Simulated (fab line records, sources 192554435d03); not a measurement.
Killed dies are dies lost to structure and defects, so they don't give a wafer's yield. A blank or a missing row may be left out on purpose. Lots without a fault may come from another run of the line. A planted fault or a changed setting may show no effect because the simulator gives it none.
Chamber matching | flow n5_finfet | N5_BEOL_M13_DESCUM_33 on rie_diel-04: 4 sister chambers
The step chemistry O2, time 7.9 s. 16 wafers are shown with their chamber, then 8 later ones without.

WAFERS WITH THEIR CHAMBER
wafer  | chamber | drypump_motor_current_A (A) | throttle_valve_pct (%) | showerhead_plenum_p_Torr (Torr)
L075.2 | 3       | 6.1                         | 20.48                  | 2.02
L075.3 | 1       | 5.0                         | 20.46                  | 2.00
L075.4 | 2       | 6.3                         | 20.75                  | 2.07
L078.1 | 0       | 5.1                         | 20.31                  | 1.98
L078.2 | 2       | 6.3                         | 20.74                  | 2.07
L078.4 | 1       | 5.0                         | 20.48                  | 2.00
L081.2 | 1       | 5.0                         | 20.47                  | 2.00
L081.3 | 2       | 6.3                         | 20.75                  | 2.06
L081.5 | 0       | 5.1                         | 20.33                  | 1.97
L083.1 | 0       | 5.1                         | 20.33                  | 1.97
L083.2 | 3       | 6.1                         | 20.53                  | 2.01
L083.5 | 3       | 6.1                         | 20.51                  | 2.01
L085.2 | 3       | 6.0                         | 20.51                  | 2.01
L085.5 | 0       | 5.1                         | 20.34                  | 1.97
L085.6 | 3       | 6.1                         | 20.51                  | 2.01
L086.1 | 1       | 5.0                         | 20.52                  | 1.99

SIGNATURES (means of the wafers above)
reading                  | chamber 0 | chamber 1 | chamber 2 | chamber 3 | scatter within a chamber
drypump_motor_current_A  | 5.100     | 5.000     | 6.300     | 6.080     | 0.0258
throttle_valve_pct       | 20.3275   | 20.4825   | 20.7467   | 20.5080   | 0.018
showerhead_plenum_p_Torr | 1.9725    | 1.9975    | 2.0667    | 2.0120    | 0.00497
Rule: a wafer's distance from a chamber is the root of the sum, over the readings, of the square of ((its reading less the chamber's mean) divided by the reading's scatter). The wafer belongs to the nearest chamber; if the next one is less than 2 further off, it can't be placed. The scatter: the root of (the sum of the squares of (reading less its chamber's mean) over the shown wafers, divided by (wafers less chambers)).

WAFERS WITHOUT THEIR CHAMBER
wafer  | drypump_motor_current_A (A) | throttle_valve_pct (%) | showerhead_plenum_p_Torr (Torr)
L086.3 | 6.3                         | 20.49                  | 2.06
L086.4 | 6.3                         | 20.49                  | 2.06
L093.2 | 6.3                         | 20.49                  | 2.06
L093.4 | 6.1                         | 20.54                  | 2.00
L093.6 | 5.0                         | 20.53                  | 1.99
L095.1 | 5.1                         | 19.94                  | 2.23
L095.5 | 6.2                         | 20.50                  | 2.06
L095.6 | 5.1                         | 19.95                  | 2.23

WHICH CHAMBER EACH WENT THROUGH
wafer  | from the rows above     | in truth
L086.3 | can't be placed: 3 or 2 | 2
L086.4 | can't be placed: 3 or 2 | 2
L093.2 | can't be placed: 3 or 2 | 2
L093.4 | 3                       | 3
L093.6 | 1                       | 1
L095.1 | can't be placed: 1 or 0 | 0
L095.5 | 3                       | 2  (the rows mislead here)
L095.6 | can't be placed: 1 or 0 | 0
Placed correctly: 2 of 8. Can't be placed from these rows: 5 (the true chamber is among the candidates in 5). Placed wrongly: 1.
